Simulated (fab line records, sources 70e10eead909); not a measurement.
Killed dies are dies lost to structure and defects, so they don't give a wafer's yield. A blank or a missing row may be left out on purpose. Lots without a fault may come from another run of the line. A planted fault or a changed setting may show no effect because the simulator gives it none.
Which tool did it? | flow nand_harc | 24 lots, 72 wafers sampled, at 6 steps of a route of 1159

WHAT THE GAUGES READ, wafer by wafer
The record holds no reading of a measuring or inspecting step that can be judged against a usual standard deviation.

WHICH TOOL RAN EACH LOT (tool, then ch and the chambers of the sampled wafers, then the start)
lot  | NHARC_A_BLC_ETCH_17                           | NHARC_A_M0_DEGAS_28          | NHARC_A_M1_ANNEAL_31             | NHARC_A_BONDPAD_CMP_29        | NHARC_A_BONDPAD_DESCUM_11          | NHARC_A_BONDPAD_ETCH_24
L074 | rie_diel-05 ch 2,3, day 17 17:27 or earlier   | pvd_sputter-03, day 17 17:27 | rtp_anneal-02 ch 0, day 17 22:35 | cmp-01 ch 0,1,3, day 18 00:32 | rie_diel-12 ch 0,1,3, day 18 01:31 | rie_diel-12 ch 2,3, no start
L075 | rie_diel-08 ch 0,1,3, day 18 05:11 or earlier | pvd_sputter-01, day 18 05:11 | rtp_anneal-01 ch 0, day 18 10:03 | cmp-04 ch 2,3, day 18 11:59   | rie_diel-03 ch 1,2,3, day 18 12:54 | rie_diel-03 ch 1,2, no start
L078 | rie_diel-05 ch 0,1,3, day 18 05:37 or earlier | pvd_sputter-03, day 18 05:37 | rtp_anneal-01 ch 0, day 18 10:35 | cmp-01 ch 2,3, day 18 12:32   | rie_diel-03 ch 0,1, day 18 13:32   | rie_diel-03 ch 1,2,3, no start
L077 | rie_diel-08 ch 2,3, day 18 09:49 or earlier   | pvd_sputter-01, day 18 09:49 | rtp_anneal-01 ch 0, day 18 14:41 | cmp-04 ch 0,2,3, day 18 16:37 | rie_diel-13 ch 0,2, day 18 17:38   | rie_diel-12 ch 0,2,3, no start
L076 | rie_diel-05 ch 0,2,3, day 18 10:21 or earlier | pvd_sputter-01, day 18 10:21 | rtp_anneal-02 ch 0, day 18 15:22 | cmp-04 ch 0,3, day 18 17:17   | rie_diel-12 ch 0,1,3, day 18 18:19 | rie_diel-03 ch 0,2,3, day 18 18:53
L079 | rie_diel-08 ch 2,3, day 19 07:04 or earlier   | pvd_sputter-02, day 19 07:04 | rtp_anneal-02 ch 0, day 19 12:32 | cmp-02 ch 0,1,2, day 19 14:29 | rie_diel-12 ch 0,2,3, day 19 15:22 | rie_diel-03 ch 0,1,2, no start
L080 | rie_diel-08 ch 1,2,3, day 19 07:31 or earlier | pvd_sputter-01, day 19 07:31 | rtp_anneal-02 ch 0, day 19 12:51 | cmp-04 ch 1,3, day 19 14:47   | rie_diel-12 ch 0,1,3, day 19 15:43 | rie_diel-12 ch 0,2, no start
L081 | rie_diel-08 ch 1,2, day 19 13:50 or earlier   | pvd_sputter-01, day 19 13:50 | rtp_anneal-02 ch 0, day 19 18:46 | cmp-01 ch 1,2,3, day 19 20:41 | rie_diel-03 ch 0,2,3, day 19 21:44 | rie_diel-03 ch 1,2, no start
L083 | rie_diel-05 ch 2,3, day 19 22:40 or earlier   | pvd_sputter-01, day 19 22:40 | rtp_anneal-01 ch 0, day 20 03:35 | cmp-01 ch 1,3, day 20 05:32   | rie_diel-03 ch 0,2, day 20 06:26   | rie_diel-03 ch 0,3, no start
L084 | rie_diel-05 ch 0,2,3, day 20 03:43 or earlier | pvd_sputter-01, day 20 03:43 | rtp_anneal-02 ch 0, day 20 08:46 | cmp-01 ch 2,3, day 20 10:43   | rie_diel-12 ch 0,1,2, day 20 11:44 | rie_diel-12 ch 0,2,3, no start
L082 | rie_diel-08 ch 1,2, day 20 04:13 or earlier   | pvd_sputter-01, day 20 04:13 | rtp_anneal-02 ch 0, day 20 09:08 | cmp-04 ch 1,2, day 20 11:07   | rie_diel-13 ch 0,2,3, day 20 12:09 | rie_diel-03 ch 0,2,3, no start
L086 | rie_diel-08 ch 2,3, day 20 08:29 or earlier   | pvd_sputter-02, day 20 08:29 | rtp_anneal-01 ch 0, day 20 13:41 | cmp-01 ch 1,2,3, day 20 15:38 | rie_diel-03 ch 1,2,3, day 20 16:40 | rie_diel-03 ch 2,3, no start
L087 | rie_diel-08 ch 2,3, day 20 11:01 or earlier   | pvd_sputter-01, day 20 11:01 | rtp_anneal-02 ch 0, day 20 16:11 | cmp-01 ch 0,3, day 20 18:12   | rie_diel-03 ch 1,2, day 20 19:07   | rie_diel-13 ch 0,3, no start
L085 | rie_diel-08 ch 1,2,3, day 21 08:55 or earlier | pvd_sputter-02, day 21 08:55 | rtp_anneal-01 ch 0, day 21 13:48 | cmp-02 ch 0,3, day 21 15:46   | rie_diel-03 ch 0,3, day 21 16:39   | rie_diel-03 ch 0,3, no start
L089 | rie_diel-05 ch 0,3, day 21 09:25 or earlier   | pvd_sputter-03, day 21 09:25 | rtp_anneal-02 ch 0, day 21 14:26 | cmp-04 ch 0,3, day 21 16:31   | rie_diel-03 ch 1,2,3, day 21 17:32 | rie_diel-12 ch 1,2,3, no start
L088 | rie_diel-05 ch 0,1,2, day 21 14:02 or earlier | pvd_sputter-01, day 21 14:02 | rtp_anneal-02 ch 0, day 21 19:31 | cmp-02 ch 0,1,3, day 21 21:29 | rie_diel-12 ch 0,1,2, day 21 22:31 | rie_diel-12 ch 1,2,3, no start
L090 | rie_diel-05 ch 1,3, day 21 18:40 or earlier   | pvd_sputter-02, day 21 18:40 | rtp_anneal-01 ch 0, day 21 23:47 | cmp-02 ch 1,2, day 22 01:46   | rie_diel-03 ch 0,3, day 22 02:48   | rie_diel-03 ch 1,2, no start
L092 | rie_diel-08 ch 2,3, day 22 04:54 or earlier   | pvd_sputter-01, day 22 04:54 | rtp_anneal-01 ch 0, day 22 09:55 | cmp-04 ch 0,1,2, day 22 11:50 | rie_diel-03 ch 0,1,2, day 22 12:52 | rie_diel-03 ch 1,2,3, no start
L094 | rie_diel-09 ch 0,1,2, day 22 06:04 or earlier | pvd_sputter-03, day 22 06:04 | rtp_anneal-02 ch 0, day 22 11:14 | cmp-01 ch 1,2,3, day 22 13:13 | rie_diel-03 ch 1,2,3, day 22 14:09 | rie_diel-03 ch 0,2,3, no start
L093 | rie_diel-08 ch 2,3, day 22 10:38 or earlier   | pvd_sputter-03, day 22 10:38 | rtp_anneal-01 ch 0, day 22 16:08 | cmp-04 ch 0,1,2, day 22 18:05 | rie_diel-13 ch 0,1,3, day 22 19:09 | rie_diel-13 ch 0,2,3, no start
L091 | rie_diel-05 ch 0,2,3, day 22 10:49 or earlier | pvd_sputter-02, day 22 10:49 | rtp_anneal-02 ch 0, day 22 16:23 | cmp-01 ch 2,3, day 22 18:26   | rie_diel-12 ch 1,2,3, day 22 19:32 | rie_diel-03 ch 0,1, no start
L095 | rie_diel-09 ch 0,1,2, day 23 02:14 or earlier | pvd_sputter-01, day 23 02:14 | rtp_anneal-01 ch 0, day 23 07:37 | cmp-02 ch 0,2,3, day 23 09:47 | rie_diel-13 ch 0,1, day 23 10:48   | rie_diel-13 ch 0,1,2, day 23 11:53
L096 | rie_diel-08 ch 0,1, day 23 03:22 or earlier   | pvd_sputter-03, day 23 03:22 | rtp_anneal-01 ch 0, day 23 08:28 | cmp-04 ch 0,2, day 23 10:29   | rie_diel-03 ch 0,1,2, day 23 11:32 | rie_diel-03 ch 0,2,3, no start
L097 | rie_diel-05 ch 0,1, day 23 15:44 or earlier   | pvd_sputter-03, day 23 15:44 | rtp_anneal-02 ch 0, day 23 20:45 | cmp-01 ch 0,2,3, day 23 22:40 | rie_diel-03 ch 0,2, day 23 23:41   | rie_diel-13 ch 0,1,2, day 24 00:16
- NHARC_A_BLC_ETCH_17: etches the open film in N2/H2, target depth 390 nm, time 609.38 s.
- NHARC_A_M0_DEGAS_28: time 60 s.
- NHARC_A_M1_ANNEAL_31: time 90 s.
- NHARC_A_BONDPAD_CMP_29: polishes SiCN, target thk 200 nm.
- NHARC_A_BONDPAD_DESCUM_11: chemistry O2, time 3 s.
- NHARC_A_BONDPAD_ETCH_24: etches the open film in CF4/N2, target depth 30 nm, time 72.99 s.

WHAT THE TOOLS THEMSELVES READ (means of the sampled wafers that have a number; where no wafer has one, the mark that the record gives instead)
NHARC_A_BLC_ETCH_17. Usual: drypump_motor_current_A 5.9 A, standard deviation 0.49; oes_product_au 0.997 a.u., standard deviation 0.0096; rf_vpp_V 432.2 V, standard deviation 1.8; showerhead_plenum_p_Torr 2.10 Torr, standard deviation 0.061; throttle_valve_pct 14.171 %, standard deviation 0.0087.
lot  | tool        | drypump_motor_current_A (A) | oes_product_au (a.u.) | rf_vpp_V (V) | showerhead_plenum_p_Torr (Torr) | throttle_valve_pct (%) | flag
L074 | rie_diel-05 | 5.4                         | 1.004                 | 431.7        | 2.08                            | 14.168                 |
L075 | rie_diel-08 | 5.9                         | 0.998                 | 431.7        | 2.12                            | 14.169                 |
L078 | rie_diel-05 | 6.2                         | 0.991                 | 433.6        | 2.13                            | 14.174                 |
L077 | rie_diel-08 | 5.5                         | 0.996                 | 433.1        | 2.13                            | 14.172                 |
L076 | rie_diel-05 | 5.6                         | 0.998                 | 432.6        | 2.09                            | 14.177                 |
L079 | rie_diel-08 | 5.5                         | 0.999                 | 433.0        | 2.12                            | 14.167                 |
L080 | rie_diel-08 | 5.9                         | 1.002                 | 432.9        | 2.12                            | 14.164                 |
L081 | rie_diel-08 | 5.6                         | 1.003                 | 432.6        | 2.11                            | 14.165                 |
L083 | rie_diel-05 | 5.4                         | 1.008                 | 430.9        | 2.08                            | 14.168                 |
L084 | rie_diel-05 | 5.6                         | 1.003                 | 431.3        | 2.08                            | 14.180                 |
L082 | rie_diel-08 | 5.6                         | 1.000                 | 431.5        | 2.10                            | 14.167                 |
L086 | rie_diel-08 | 5.8                         | 0.990                 | 432.9        | 2.13                            | 14.171                 |
L087 | rie_diel-08 | 5.5                         | 1.002                 | 432.5        | 2.12                            | 14.167                 |
L085 | rie_diel-08 | 5.9                         | 0.997                 | 433.2        | 2.12                            | 14.169                 |
L089 | rie_diel-05 | 5.8                         | 0.998                 | 432.8        | 2.10                            | 14.175                 |
L088 | rie_diel-05 | 5.9                         | 0.993                 | 432.1        | 2.11                            | 14.175                 |
L090 | rie_diel-05 | 6.3                         | 0.992                 | 434.0        | 2.14                            | 14.171                 |
L092 | rie_diel-08 | 5.8                         | 1.005                 | 433.3        | 2.13                            | 14.166                 |
L094 | rie_diel-09 | 6.1                         | 0.984                 | 429.0        | 1.95                            | 14.171                 |
L093 | rie_diel-08 | 5.8                         | 1.000                 | 433.5        | 2.13                            | 14.174                 |
L091 | rie_diel-05 | 5.6                         | 1.001                 | 432.0        | 2.08                            | 14.177                 |
L095 | rie_diel-09 | 6.1                         | 0.987                 | 427.6        | 1.95                            | 14.166                 |
L096 | rie_diel-08 | 5.6                         | 1.003                 | 432.5        | 2.09                            | 14.184                 |
L097 | rie_diel-05 | 6.3                         | 0.990                 | 432.5        | 2.13                            | 14.173                 |

NHARC_A_M0_DEGAS_28. Usual: heater_power_w 338 W, standard deviation 41.
lot  | tool           | heater_power_w (W) | flag
L074 | pvd_sputter-03 | 375                |
L075 | pvd_sputter-01 | 319                |
L078 | pvd_sputter-03 | 355                |
L077 | pvd_sputter-01 | 297                |
L076 | pvd_sputter-01 | 326                |
L079 | pvd_sputter-02 | 376                |
L080 | pvd_sputter-01 | 298                |
L081 | pvd_sputter-01 | 298                |
L083 | pvd_sputter-01 | 311                |
L084 | pvd_sputter-01 | 308                |
L082 | pvd_sputter-01 | 296                |
L086 | pvd_sputter-02 | 356                |
L087 | pvd_sputter-01 | 337                |
L085 | pvd_sputter-02 | 375                |
L089 | pvd_sputter-03 | 337                |
L088 | pvd_sputter-01 | 310                |
L090 | pvd_sputter-02 | 364                |
L092 | pvd_sputter-01 | 302                |
L094 | pvd_sputter-03 | 376                |
L093 | pvd_sputter-03 | 375                |
L091 | pvd_sputter-02 | 366                |
L095 | pvd_sputter-01 | 329                |
L096 | pvd_sputter-03 | 349                |
L097 | pvd_sputter-03 | 396                |

NHARC_A_M1_ANNEAL_31. Usual: wafer_temp_C_max 225.78, standard deviation 0.26.
lot  | tool          | wafer_temp_C_max | flag
L074 | rtp_anneal-02 | 225.78           |
L075 | rtp_anneal-01 | 225.50           |
L078 | rtp_anneal-01 | 225.47           |
L077 | rtp_anneal-01 | 225.70           |
L076 | rtp_anneal-02 | 225.97           |
L079 | rtp_anneal-02 | 225.65           |
L080 | rtp_anneal-02 | 225.72           |
L081 | rtp_anneal-02 | 226.03           |
L083 | rtp_anneal-01 | 225.54           |
L084 | rtp_anneal-02 | 225.87           |
L082 | rtp_anneal-02 | 225.83           |
L086 | rtp_anneal-01 | 225.74           |
L087 | rtp_anneal-02 | 226.14           |
L085 | rtp_anneal-01 | 225.62           |
L089 | rtp_anneal-02 | 226.11           |
L088 | rtp_anneal-02 | 226.18           |
L090 | rtp_anneal-01 | 225.45           |
L092 | rtp_anneal-01 | 225.81           |
L094 | rtp_anneal-02 | 226.00           |
L093 | rtp_anneal-01 | 225.69           |
L091 | rtp_anneal-02 | 225.95           |
L095 | rtp_anneal-01 | 225.75           |
L096 | rtp_anneal-01 | 225.53           |
L097 | rtp_anneal-02 | 225.90           |

NHARC_A_BONDPAD_CMP_29. Usual: motor_current_A 11.7 A, standard deviation 1.3.
lot  | tool   | motor_current_A (A) | flag
L074 | cmp-01 | 12.1                |
L075 | cmp-04 | 10.8                |
L078 | cmp-01 | 12.3                |
L077 | cmp-04 | 11.4                |
L076 | cmp-04 | 11.4                |
L079 | cmp-02 | 12.5                |
L080 | cmp-04 | 10.7                |
L081 | cmp-01 | 12.3                |
L083 | cmp-01 | 12.4                |
L084 | cmp-01 | 11.8                |
L082 | cmp-04 | 9.6                 |
L086 | cmp-01 | 11.9                |
L087 | cmp-01 | 12.3                |
L085 | cmp-02 | 10.9                |
L089 | cmp-04 | 11.6                |
L088 | cmp-02 | 11.9                |
L090 | cmp-02 | 14.2                |
L092 | cmp-04 | 11.0                |
L094 | cmp-01 | 11.8                |
L093 | cmp-04 | 10.8                |
L091 | cmp-01 | 11.9                |
L095 | cmp-02 | 11.9                |
L096 | cmp-04 | 11.9                |
L097 | cmp-01 | 12.0                |

NHARC_A_BONDPAD_DESCUM_11. Usual: drypump_motor_current_A 5.7 A, standard deviation 0.51; oes_product_au 0.998 a.u., standard deviation 0.013; rf_vpp_V 57.8 V, standard deviation 0.84; showerhead_plenum_p_Torr 1.92 Torr, standard deviation 0.084; throttle_valve_pct 11.310 %, standard deviation 0.0086.
lot  | tool        | drypump_motor_current_A (A) | oes_product_au (a.u.) | rf_vpp_V (V) | showerhead_plenum_p_Torr (Torr) | throttle_valve_pct (%) | flag
L074 | rie_diel-12 | 5.8                         | 1.001                 | 57.9         | 1.87                            | 11.303                 |
L075 | rie_diel-03 | 5.5                         | 1.000                 | 57.9         | 1.95                            | 11.314                 |
L078 | rie_diel-03 | 5.1                         | 0.998                 | 58.2         | 1.88                            | 11.313                 |
L077 | rie_diel-13 | 5.8                         | 0.993                 | 57.2         | 1.83                            | 11.307                 |
L076 | rie_diel-12 | 5.8                         | 1.003                 | 57.4         | 1.87                            | 11.310                 |
L079 | rie_diel-12 | 5.7                         | 0.999                 | 57.8         | 1.92                            | 11.309                 |
L080 | rie_diel-12 | 5.8                         | 1.002                 | 57.9         | 1.86                            | 11.309                 |
L081 | rie_diel-03 | 5.4                         | 0.984                 | 57.8         | 1.94                            | 11.315                 |
L083 | rie_diel-03 | 5.2                         | 0.985                 | 57.4         | 1.93                            | 11.313                 |
L084 | rie_diel-12 | 6.1                         | 1.001                 | 57.4         | 1.88                            | 11.312                 |
L082 | rie_diel-13 | 5.9                         | 1.011                 | 57.6         | 1.85                            | 11.313                 |
L086 | rie_diel-03 | 5.5                         | 1.001                 | 58.2         | 1.95                            | 11.313                 |
L087 | rie_diel-03 | 5.4                         | 0.993                 | 57.4         | 2.01                            | 11.312                 |
L085 | rie_diel-03 | 5.2                         | 0.987                 | 57.3         | 1.88                            | 11.311                 |
L089 | rie_diel-03 | 5.5                         | 0.999                 | 58.0         | 1.95                            | 11.315                 |
L088 | rie_diel-12 | 6.1                         | 1.002                 | 57.2         | 1.88                            | 11.316                 |
L090 | rie_diel-03 | 5.5                         | 0.982                 | 57.5         | 1.88                            | 11.311                 |
L092 | rie_diel-03 | 5.2                         | 1.002                 | 57.8         | 1.95                            | 11.308                 |
L094 | rie_diel-03 | 5.5                         | 0.989                 | 57.5         | 1.95                            | 11.309                 |
L093 | rie_diel-13 | 6.2                         | 0.995                 | 56.9         | 1.87                            | 11.313                 |
L091 | rie_diel-12 | 6.1                         | 1.004                 | 58.3         | 1.95                            | 11.311                 |
L095 | rie_diel-13 | 6.3                         | 1.000                 | 57.6         | 1.87                            | 11.316                 |
L096 | rie_diel-03 | 5.2                         | 0.994                 | 58.0         | 1.95                            | 11.313                 |
L097 | rie_diel-03 | 5.3                         | 0.986                 | 58.2         | 2.00                            | 11.310                 |

NHARC_A_BONDPAD_ETCH_24. Usual: drypump_motor_current_A 5.6 A, standard deviation 0.46; oes_product_au 0.999 a.u., standard deviation 0.012; rf_vpp_V 314.3 V, standard deviation 2; showerhead_plenum_p_Torr 2.63 Torr, standard deviation 0.11; throttle_valve_pct 19.795 %, standard deviation 0.0084.
lot  | tool        | drypump_motor_current_A (A) | oes_product_au (a.u.) | rf_vpp_V (V) | showerhead_plenum_p_Torr (Torr) | throttle_valve_pct (%) | flag
L074 | rie_diel-12 | 5.9                         | 0.993                 | 316.2        | 2.76                            | 19.794                 |
L075 | rie_diel-03 | 5.4                         | 0.996                 | 316.1        | 2.75                            | 19.788                 |
L078 | rie_diel-03 | 5.5                         | 1.001                 | 315.2        | 2.68                            | 19.793                 |
L077 | rie_diel-12 | 5.7                         | 1.005                 | 314.2        | 2.64                            | 19.799                 |
L076 | rie_diel-03 | 5.4                         | 0.988                 | 315.3        | 2.66                            | 19.804                 |
L079 | rie_diel-03 | 5.3                         | 0.989                 | 314.4        | 2.67                            | 19.787                 |
L080 | rie_diel-12 | 6.0                         | 1.000                 | 314.3        | 2.66                            | 19.795                 |
L081 | rie_diel-03 | 5.4                         | 1.006                 | 315.4        | 2.69                            | 19.805                 |
L083 | rie_diel-03 | 5.2                         | 0.988                 | 314.0        | 2.58                            | 19.790                 |
L084 | rie_diel-12 | 5.7                         | 0.997                 | 315.0        | 2.63                            | 19.796                 |
L082 | rie_diel-03 | 5.4                         | 0.993                 | 314.8        | 2.66                            | 19.788                 |
L086 | rie_diel-03 | 5.5                         | 0.990                 | 316.5        | 2.75                            | 19.790                 |
L087 | rie_diel-13 | 6.0                         | 0.999                 | 313.1        | 2.57                            | 19.799                 |
L085 | rie_diel-03 | 5.2                         | 0.989                 | 314.0        | 2.58                            | 19.793                 |
L089 | rie_diel-12 | 6.1                         | 1.006                 | 315.5        | 2.67                            | 19.785                 |
L088 | rie_diel-12 | 6.1                         | 1.001                 | 314.3        | 2.67                            | 19.790                 |
L090 | rie_diel-03 | 5.4                         | 1.000                 | 317.0        | 2.75                            | 19.797                 |
L092 | rie_diel-03 | 5.5                         | 0.996                 | 315.2        | 2.68                            | 19.795                 |
L094 | rie_diel-03 | 5.4                         | 0.997                 | 314.1        | 2.66                            | 19.791                 |
L093 | rie_diel-13 | 5.9                         | 1.005                 | 312.0        | 2.54                            | 19.803                 |
L091 | rie_diel-03 | 5.2                         | 1.008                 | 313.9        | 2.60                            | 19.799                 |
L095 | rie_diel-13 | 6.0                         | 1.007                 | 312.3        | 2.54                            | 19.803                 |
L096 | rie_diel-03 | 5.4                         | 0.982                 | 314.3        | 2.66                            | 19.803                 |
L097 | rie_diel-13 | 6.0                         | 1.005                 | 311.7        | 2.53                            | 19.791                 |

THE ANSWER, worked out from the rows above alone
Rule: a lot is off if the mean of its wafers that have a number lies more than 3 standard deviations from the usual mean. A lot without any number at a reading at which 4 lots or more have one is off too. The other lots that the step has rows for count as sound. The gauges are gone through in route order, then the tools' own readings, and for those a lot's mean is taken as printed above. The first step at which some lot is off is used, and at that step the reading that is off furthest; a lot without a number counts as furthest.
No lot is off at any reading shown: from this, nothing can be told.

WHAT THE SIMULATOR HAD PUT IN
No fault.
